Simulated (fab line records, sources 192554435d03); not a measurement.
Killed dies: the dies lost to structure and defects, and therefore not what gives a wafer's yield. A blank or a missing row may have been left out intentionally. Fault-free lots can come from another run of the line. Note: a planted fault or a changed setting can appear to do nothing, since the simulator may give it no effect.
Which tool did it? -- flow n5Finfet -- 10 lots with 30 wafers sampled at 4 steps, on a route of 1938 steps

## WHAT EACH GAUGE READ, for each wafer
N5_BEOL_M4_RC_MEAS_101.
lot,measured,on,IOFF_P (nA/um)
L581,day 8 01:06,prober-01,0.26 0.23 0.28
L582,day 8 14:53,prober-01,0.17 0.15 0.16
L583,day 8 14:21,prober-02,0.21 0.21 0.17
L584,day 8 20:50,prober-02,0.18 0.18 0.21
L586,day 9 13:36,prober-01,0.21 3.42 0.19
L589,day 10 00:05,prober-01,0.24 0.24 0.26
L590,day 10 17:53,prober-02,0.22 2.67 0.21
L600,day 13 06:46,prober-02,0.26 0.18 0.21
L601,day 13 14:47,prober-01,0.29 0.29 0.33
L602,day 13 08:25,prober-01,0.20 0.20 0.26

## TOOL THAT RAN EACH LOT (tool first, then ch and the chambers of the sampled wafers, then the start)
lot,N5_SD_EPI_P_VAPOR_ETCH_44,N5_BEOL_M4_ANNEAL_93,N5_BEOL_M4_CMP_52
L581,"epiRpcvd-01 ch 0, day 3 14:23","pvdSputter-03, day 7 22:16","cmp-03 ch 1,2,3, day 8 00:31"
L582,"epiRpcvd-01 ch 0, day 3 20:38","pvdSputter-01, day 8 13:05","cmp-03 ch 1,2,3, day 8 14:13"
L583,"epiRpcvd-01 ch 0, day 4 01:32","pvdSputter-03, day 8 12:52","cmp-02 ch 0,1,2, day 8 13:45"
L584,"epiRpcvd-01 ch 0, day 4 07:59","pvdSputter-02, day 8 19:17","cmp-03 ch 1,3, day 8 20:12"
L586,"epiRpcvd-01 ch 0, day 4 21:14","pvdSputter-03, day 9 12:07","cmp-01 ch 1,2, day 9 12:58"
L589,"epiRpcvd-02 ch 0, day 5 12:31","pvdSputter-02, day 9 22:28","cmp-03 ch 1,2, day 9 23:22"
L590,"epiRpcvd-01 ch 0, day 6 01:12","pvdSputter-01, day 10 16:16","cmp-03 ch 0,2,3, day 10 17:17"
L600,"epiRpcvd-01 ch 0, day 8 09:07","pvdSputter-02, day 13 05:00","cmp-01 ch 1,2, day 13 05:53"
L601,"epiRpcvd-03 ch 0, day 8 12:43","pvdSputter-03, day 13 12:53","cmp-03 ch 1,2,3, day 13 13:58"
L602,"epiRpcvd-01 ch 0, day 8 20:59","pvdSputter-03, day 13 06:32","cmp-01 ch 0,1, day 13 07:35"
- N5_SD_EPI_P_VAPOR_ETCH_44: etches SiGe30 in NF3/Ar, time 3.3 s.
- N5_BEOL_M4_ANNEAL_93: time 240 s.
- N5_BEOL_M4_CMP_52: polishes, stops on SiOC, t overpolish 6.8 s, target thk 40 nm.

## THE ANSWER, worked out from the rows above alone
Rule: the usual values come from the lots themselves. Put in order of their means at a reading, lots are off if they are a third of the lots or fewer, leave a main group of 4 or more, and stand apart from it by a gap of 3 or more times the standard deviation of the main group's means; of several such gaps the widest counts. The tables above print the reading to a certain number of digits; a main group whose means all agree to those digits is not used. Also off: a lot with no number at a reading for which 4 or more lots have one. Any other lot the step has rows for is counted as sound.
Off: L586, L590, seen at N5_BEOL_M4_RC_MEAS_101 (IOFF_P). Main group: mean 0.22 nA/um, sd 0.042.
If a tool, at a process step before that reading, ran all the lots that are off and no sound lot after the first of them, it fits. Those tools and the gauges at N5_BEOL_M4_RC_MEAS_101 are tried in the same way. Of those tried, none fits.

## WHAT HAD BEEN PUT IN BY THE SIMULATOR
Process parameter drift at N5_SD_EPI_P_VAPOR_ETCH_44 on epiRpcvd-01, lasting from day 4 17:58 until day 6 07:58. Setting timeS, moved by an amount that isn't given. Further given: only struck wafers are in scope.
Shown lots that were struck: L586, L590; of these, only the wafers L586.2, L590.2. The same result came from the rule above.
